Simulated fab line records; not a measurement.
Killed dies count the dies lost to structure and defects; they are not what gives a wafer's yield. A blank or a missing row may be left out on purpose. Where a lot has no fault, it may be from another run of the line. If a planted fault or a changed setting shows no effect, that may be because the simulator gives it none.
Comparing a struck lot with a sound one ; flow nand harc ; 14 steps out of a route of 1302
Sound: wafers L260.1, L260.4, L260.6. The struck wafers were L268.1, L268.4, L268.5. The cause is named last.
For every step that has rows: the tool of each side, followed by ch and its chambers, followed by its first start. Under that, the readings that differ: sound wafers ; struck wafers ; difference of the means ; sigmas: that difference in standard deviations of wafers without a fault.
alike: words and numbers the same on both sides, and readings whose means are apart by under 2 such deviations; not compared: readings that were withheld, readings missing a value for some wafer, numbers with overlapping values and no deviation given by the record, and bounds like >300 which may hide the same value.
A row with sigmas, a row that says differs or no value, or rows on one side alone: a step with any of these is where the two part. Numbers that don't overlap but have no deviation are shown without sigmas and don't part them. A reading that every wafer of one side lacks parts them only if that side has two wafers or more.

NHARC_P_CONTACT_ETCH_35: etches the open film in CF4, target depth 39 nm, time 65 s.
  sound on rie diel-07 ch 0,1,3, day 7 03:30; struck on rie diel-07 ch 1,2,3, day 10 14:33
  alike: drypump motor current A, oes product au, rf vpp V, showerhead plenum p Torr, throttle valve pct
  not compared: rf hours counter h
NHARC_P_CONTACT_ETCH_36: etches the open film in N2/H2, target depth 260 nm, time 406.25 s.
  sound on rie diel-07 ch 0,1,2; struck on rie diel-07 ch 1,2,3
  alike: drypump motor current A, oes product au, rf vpp V, showerhead plenum p Torr, throttle valve pct
  not compared: rf hours counter h
NHARC_P_CONTACT_ETCH_18: etches the open film in C4F8/O2/Ar, target depth 481 nm, time 240.5 s.
  sound on rie diel-07 ch 0,2,3; struck on rie diel-07 ch 0,2,3
  alike: oes product au, rf vpp V
  not compared: rf hours counter h
then, 1 step without rows for these wafers: NHARC_P_CONTACT_STRIP_37 (strips in C4F8/O2/Ar).
NHARC_P_CONTACT_ETCH_31: etches the open film in CH3F/O2, target depth 30 nm, time 85.7 s.
  sound on rie diel-07 ch 0,1,3; struck on rie diel-07 ch 2,3
  alike: drypump motor current A, oes product au, rf vpp V, showerhead plenum p Torr, throttle valve pct
  not compared: rf hours counter h
NHARC_P_CONTACT_CD_MEAS_19:
  sound on cd sem-01, day 7 04:17; struck on cd sem-03, day 10 15:20
  alike: cd nm
NHARC_P_CONTACT_STRIP_28: strips in O2.
  sound on rie diel-07 ch 0,2, day 7 04:22; struck on rie diel-04 ch 2,3, day 10 15:28
  alike: drypump motor current A, oes product au, rf vpp V, showerhead plenum p Torr, throttle valve pct
  not compared: rf hours counter h
then, 5 steps without rows for these wafers: NHARC_P_CONTACT_STRIP_29 (strips in post etch residue remover, time 1200 s); NHARC_P_CONTACT_DEGAS_38 (time 60 s); NHARC_P_CONTACT_PRE_CLEAN_39 (time 19.5 s); NHARC_P_CONTACT_PVD_32 (deposits Ti, target thk 5 nm, time 17.7 s); NHARC_P_CONTACT_ALD_22 (deposits TiN, target thk 3 nm, pulse time 1 s, ald cycles 150).
NHARC_P_CONTACT_CVD_23: deposits W, target thk 200 nm, time 557 s.
  sound on cvd w-01 ch 0,1, day 7 05:31; struck on cvd w-01 ch 0,1, day 10 17:20
  alike: chamber pressure Torr, heater power w, throttle valve pct
NHARC_P_CONTACT_CMP_24: polishes, t overpolish 30 s, target thk 200 nm.
  sound on cmp-02 ch 1,2,3, day 7 06:05; struck on cmp-03 ch 0,1,2, day 10 18:04
reading;sound;struck;difference;sigmas
time to endpoint s (s);39.2 36.6 36.5;81.7 83.2 78.8;+43.8;+18
  alike: motor current A, overpolish run s

== WHERE THEY PART ==
NHARC_P_CONTACT_CMP_24 only, going by this record.

WHY: what the simulator had put in
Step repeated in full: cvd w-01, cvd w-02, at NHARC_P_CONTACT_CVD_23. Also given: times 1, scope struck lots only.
